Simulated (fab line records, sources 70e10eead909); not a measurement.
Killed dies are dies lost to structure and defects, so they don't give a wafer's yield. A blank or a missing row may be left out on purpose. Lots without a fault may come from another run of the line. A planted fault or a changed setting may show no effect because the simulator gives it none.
Which tool did it? | flow nand_harc | 11 lots, 33 wafers sampled, at 5 steps of a route of 1302

WHAT THE GAUGES READ, wafer by wafer
NHARC_END_SORT_01. Usual: killed_at_array 57, standard deviation 20; killed_at_other 1.0, standard deviation 1.5; killed_at_periphery 3.5, standard deviation 2.5; killed_dies 62, standard deviation 21; killed_open 3.5, standard deviation 1.9; killed_short 2.4, standard deviation 1.6.
lot  | measured     | on        | killed_at_array | killed_at_other | killed_at_periphery | killed_dies | killed_open | killed_short | flag
L526 | day 25 00:17 | prober-01 | 27 26 15        | 0 0 0           | 1 3 1               | 28 29 16    | 4 4 5       | 3 3 0        |
L534 | day 28 19:05 | prober-01 | 39 675 672      | 2 0 1           | 3 2 4               | 44 677 677  | 4 3 6       | 2 1 3        | OFF

WHICH TOOL RAN EACH LOT (tool, then ch and the chambers of the sampled wafers, then the start)
lot  | NHARC_A_STAIRCASE_ETCH_203                    | NHARC_A_STAIRCASE_TRIM_224                    | NHARC_A_STAIRCASE_TRIM_233                    | NHARC_A_STAIRCASE_ETCH_236
L526 | rie_diel-01 ch 0,1,3, day 16 14:44 or earlier | rie_diel-04 ch 0,1, day 16 14:44 or earlier   | rie_diel-01 ch 0,1,2, day 16 14:44 or earlier | rie_diel-01 ch 2,3, day 16 14:44
L528 | rie_diel-04 ch 1,2,3, day 17 17:22 or earlier | rie_diel-01 ch 1,2, day 17 17:22 or earlier   | rie_diel-01 ch 0,1,3, day 17 17:22 or earlier | rie_diel-01 ch 0,1, day 17 17:22
L529 | rie_diel-01 ch 0,2,3, day 18 16:24 or earlier | rie_diel-07 ch 1,2,3, day 18 16:24 or earlier | rie_diel-04 ch 0,1,2, day 18 16:24 or earlier | rie_diel-04 ch 0,3, day 18 16:24
L531 | rie_diel-07 ch 1,3, day 19 17:19 or earlier   | rie_diel-04 ch 0,3, day 19 17:19 or earlier   | rie_diel-04 ch 1,2,3, day 19 17:19 or earlier | rie_diel-04 ch 0,1,3, day 19 17:19
L532 | rie_diel-01 ch 0,1,2, day 19 17:50 or earlier | rie_diel-04 ch 0,1,2, day 19 17:50 or earlier | rie_diel-04 ch 0,2,3, day 19 17:50 or earlier | rie_diel-04 ch 1,2,3, day 19 17:50
L534 | rie_diel-04 ch 1,2, day 20 20:40 or earlier   | rie_diel-04 ch 1,2,3, day 20 20:40 or earlier | rie_diel-04 ch 0,3, day 20 20:40 or earlier   | rie_diel-04 ch 0,3, day 20 20:40
L542 | rie_diel-01 ch 1,2,3, day 23 23:41 or earlier | rie_diel-01 ch 0,1,2, day 23 23:41 or earlier | rie_diel-01 ch 0,1,3, day 23 23:41 or earlier | rie_diel-01 ch 1,2,3, day 23 23:41
L541 | rie_diel-04 ch 1,2, day 24 01:17 or earlier   | rie_diel-04 ch 1,2,3, day 24 01:17 or earlier | rie_diel-04 ch 1,2,3, day 24 01:17 or earlier | rie_diel-04 ch 1,2,3, day 24 01:17
L544 | rie_diel-04 ch 2,3, day 24 12:20 or earlier   | rie_diel-04 ch 1,3, day 24 12:20 or earlier   | rie_diel-04 ch 1,3, day 24 12:20 or earlier   | rie_diel-04 ch 1,3, day 24 12:20
L546 | rie_diel-01 ch 1,3, day 25 13:39 or earlier   | rie_diel-04 ch 0,2, day 25 13:39 or earlier   | rie_diel-07 ch 0,1,2, day 25 13:39 or earlier | rie_diel-07 ch 1,3, day 25 13:39
L547 | rie_diel-04 ch 0,1, day 25 15:49 or earlier   | rie_diel-07 ch 0,2, day 25 15:49 or earlier   | rie_diel-04 ch 0,1,2, day 25 15:49 or earlier | rie_diel-04 ch 0,2, day 25 15:49
- NHARC_A_STAIRCASE_ETCH_203: etches the open film in C4F8/O2, target depth 100 nm, time 40.5 s.
- NHARC_A_STAIRCASE_TRIM_224: chemistry O2, time 211.2 s.
- NHARC_A_STAIRCASE_TRIM_233: chemistry O2, time 211.2 s.
- NHARC_A_STAIRCASE_ETCH_236: etches the open film in C4F8/O2, target depth 100 nm, time 40.5 s.

WHAT THE TOOLS THEMSELVES READ (means of the sampled wafers that have a number; where no wafer has one, the mark that the record gives instead)
NHARC_A_STAIRCASE_ETCH_203. Usual: chamber_pressure_mTorr 25.000 mTorr, standard deviation 0.024; oes_product_au 0.945 a.u., standard deviation 0.013; rf_vpp_V 898 V, standard deviation 5.1; run_length_s 61.8 s, standard deviation 0.37.
lot  | tool        | chamber_pressure_mTorr (mTorr) | oes_product_au (a.u.) | rf_vpp_V (V) | run_length_s (s) | flag
L526 | rie_diel-01 | 24.988                         | 0.959                 | 892          | 61.7             |
L528 | rie_diel-04 | 24.999                         | 0.951                 | 899          | 61.6             |
L529 | rie_diel-01 | 25.001                         | 0.948                 | 894          | 61.9             |
L531 | rie_diel-07 | 24.996                         | 0.954                 | 904          | 62.3             |
L532 | rie_diel-01 | 25.007                         | 0.953                 | 892          | 61.7             |
L534 | rie_diel-04 | 25.021                         | 0.947                 | 901          | 61.8             |
L542 | rie_diel-01 | 24.977                         | 0.946                 | 892          | 61.6             |
L541 | rie_diel-04 | 25.001                         | 0.936                 | 901          | 61.8             |
L544 | rie_diel-04 | 24.999                         | 0.935                 | 897          | 61.4             |
L546 | rie_diel-01 | 25.001                         | 0.942                 | 903          | 61.9             |
L547 | rie_diel-04 | 25.013                         | 0.938                 | 903          | 61.6             |

NHARC_A_STAIRCASE_TRIM_224. Usual: chamber_pressure_mTorr 60.00 mTorr, standard deviation 0.056; drypump_motor_current_A 5.7 A, standard deviation 0.32; oes_product_au 1.001 a.u., standard deviation 0.011; rf_vpp_V 57.8 V, standard deviation 0.91; showerhead_plenum_p_Torr 3.57 Torr, standard deviation 0.13; throttle_valve_pct 17.037 %, standard deviation 0.0089.
lot  | tool        | chamber_pressure_mTorr (mTorr) | drypump_motor_current_A (A) | oes_product_au (a.u.) | rf_vpp_V (V) | showerhead_plenum_p_Torr (Torr) | throttle_valve_pct (%) | flag
L526 | rie_diel-04 | 60.05                          | 5.7                         | 0.999                 | 58.5         | 3.73                            | 17.028                 |
L528 | rie_diel-01 | 59.96                          | 5.9                         | 0.997                 | 57.3         | 3.46                            | 17.037                 |
L529 | rie_diel-07 | 59.99                          | 5.5                         | 0.997                 | 58.7         | 3.63                            | 17.039                 |
L531 | rie_diel-04 | 60.00                          | 5.7                         | 0.996                 | 58.0         | 3.63                            | 17.033                 |
L532 | rie_diel-04 | 59.99                          | 5.6                         | 0.989                 | 58.8         | 3.67                            | 17.045                 |
L534 | rie_diel-04 | 59.99                          | 5.6                         | 1.000                 | 58.1         | 3.61                            | 17.042                 |
L542 | rie_diel-01 | 60.02                          | 5.9                         | 1.008                 | 57.4         | 3.39                            | 17.039                 |
L541 | rie_diel-04 | 60.02                          | 5.6                         | 0.994                 | 57.4         | 3.60                            | 17.029                 |
L544 | rie_diel-04 | 60.03                          | 5.5                         | 0.995                 | 58.2         | 3.64                            | 17.038                 |
L546 | rie_diel-04 | 59.94                          | 5.8                         | 0.998                 | 57.9         | 3.65                            | 17.036                 |
L547 | rie_diel-07 | 60.01                          | 5.2                         | 0.998                 | 57.4         | 3.52                            | 17.037                 |

NHARC_A_STAIRCASE_TRIM_233. Usual: chamber_pressure_mTorr 60.00 mTorr, standard deviation 0.059; drypump_motor_current_A 5.7 A, standard deviation 0.33; oes_product_au 1.001 a.u., standard deviation 0.01; rf_vpp_V 57.9 V, standard deviation 0.87; showerhead_plenum_p_Torr 3.57 Torr, standard deviation 0.14; throttle_valve_pct 17.036 %, standard deviation 0.0078.
lot  | tool        | chamber_pressure_mTorr (mTorr) | drypump_motor_current_A (A) | oes_product_au (a.u.) | rf_vpp_V (V) | showerhead_plenum_p_Torr (Torr) | throttle_valve_pct (%) | flag
L526 | rie_diel-01 | 60.04                          | 5.9                         | 1.009                 | 57.9         | 3.42                            | 17.029                 |
L528 | rie_diel-01 | 59.98                          | 6.1                         | 1.012                 | 56.7         | 3.42                            | 17.034                 |
L529 | rie_diel-04 | 60.01                          | 5.6                         | 1.005                 | 57.8         | 3.67                            | 17.040                 |
L531 | rie_diel-04 | 60.03                          | 5.6                         | 0.998                 | 58.7         | 3.62                            | 17.030                 |
L532 | rie_diel-04 | 59.95                          | 5.7                         | 0.997                 | 57.8         | 3.63                            | 17.043                 |
L534 | rie_diel-04 | 60.03                          | 5.7                         | 1.000                 | 58.0         | 3.62                            | 17.034                 |
L542 | rie_diel-01 | 60.02                          | 6.1                         | 1.015                 | 57.0         | 3.39                            | 17.032                 |
L541 | rie_diel-04 | 60.00                          | 5.6                         | 0.998                 | 58.1         | 3.60                            | 17.043                 |
L544 | rie_diel-04 | 60.01                          | 5.5                         | 0.997                 | 58.0         | 3.64                            | 17.041                 |
L546 | rie_diel-07 | 59.98                          | 5.4                         | 1.003                 | 58.4         | 3.57                            | 17.036                 |
L547 | rie_diel-04 | 60.07                          | 5.7                         | 0.993                 | 58.2         | 3.64                            | 17.037                 |

NHARC_A_STAIRCASE_ETCH_236. Usual: chamber_pressure_mTorr 25.002 mTorr, standard deviation 0.025; oes_product_au 0.943 a.u., standard deviation 0.011; rf_vpp_V 897 V, standard deviation 5; run_length_s 61.8 s, standard deviation 0.36.
lot  | tool        | chamber_pressure_mTorr (mTorr) | oes_product_au (a.u.) | rf_vpp_V (V) | run_length_s (s) | flag
L526 | rie_diel-01 | 24.989                         | 0.945                 | 897          | 61.5             |
L528 | rie_diel-01 | 24.985                         | 0.946                 | 891          | 61.8             |
L529 | rie_diel-04 | 24.993                         | 0.944                 | 901          | 61.8             |
L531 | rie_diel-04 | 25.014                         | 0.937                 | 901          | 61.8             |
L532 | rie_diel-04 | 24.993                         | 0.944                 | 900          | 61.6             |
L534 | rie_diel-04 | 25.024                         | 0.948                 | 900          | 50.7             | OFF
L542 | rie_diel-01 | 24.980                         | 0.943                 | 893          | 61.8             |
L541 | rie_diel-04 | 25.035                         | 0.929                 | 899          | 61.6             |
L544 | rie_diel-04 | 25.026                         | 0.932                 | 899          | 62.1             |
L546 | rie_diel-07 | 24.993                         | 0.943                 | 903          | 62.1             |
L547 | rie_diel-04 | 25.009                         | 0.932                 | 899          | 61.3             |

THE ANSWER, worked out from the rows above alone
Rule: a lot is off if the mean of its wafers that have a number lies more than 3 standard deviations from the usual mean. A lot without any number at a reading at which 4 lots or more have one is off too. The other lots that the step has rows for count as sound. The gauges are gone through in route order, then the tools' own readings, and for those a lot's mean is taken as printed above. The first step at which some lot is off is used, and at that step the reading that is off furthest; a lot without a number counts as furthest.
Off: L534, at NHARC_END_SORT_01 (killed_at_array). Neither off nor sound, because the step has no rows for them: L528, L529, L531, L532, L542, L541, L544, L546, L547.
A tool fits if, at a process step before that reading, it ran every lot that is off, and no sound lot after the first of them. The gauges at NHARC_END_SORT_01 aren't tried: what is off there is off at NHARC_A_STAIRCASE_ETCH_236 too, on other tools, and a gauge's error can't cause that. NHARC_A_STAIRCASE_ETCH_203 gives no start for some lots, so the hours and the order of its lots are those of NHARC_A_STAIRCASE_ETCH_236. NHARC_A_STAIRCASE_TRIM_224 gives no start for some lots, so the hours and the order of its lots are those of NHARC_A_STAIRCASE_ETCH_236. NHARC_A_STAIRCASE_TRIM_233 gives no start for some lots, so the hours and the order of its lots are those of NHARC_A_STAIRCASE_ETCH_236. One fits: rie_diel-04 at NHARC_A_STAIRCASE_ETCH_203 and NHARC_A_STAIRCASE_TRIM_224 and NHARC_A_STAIRCASE_TRIM_233 and NHARC_A_STAIRCASE_ETCH_236. It ran no sound lot before its first lot that is off in this sample, so the start can't be narrowed down.

WHAT THE SIMULATOR HAD PUT IN
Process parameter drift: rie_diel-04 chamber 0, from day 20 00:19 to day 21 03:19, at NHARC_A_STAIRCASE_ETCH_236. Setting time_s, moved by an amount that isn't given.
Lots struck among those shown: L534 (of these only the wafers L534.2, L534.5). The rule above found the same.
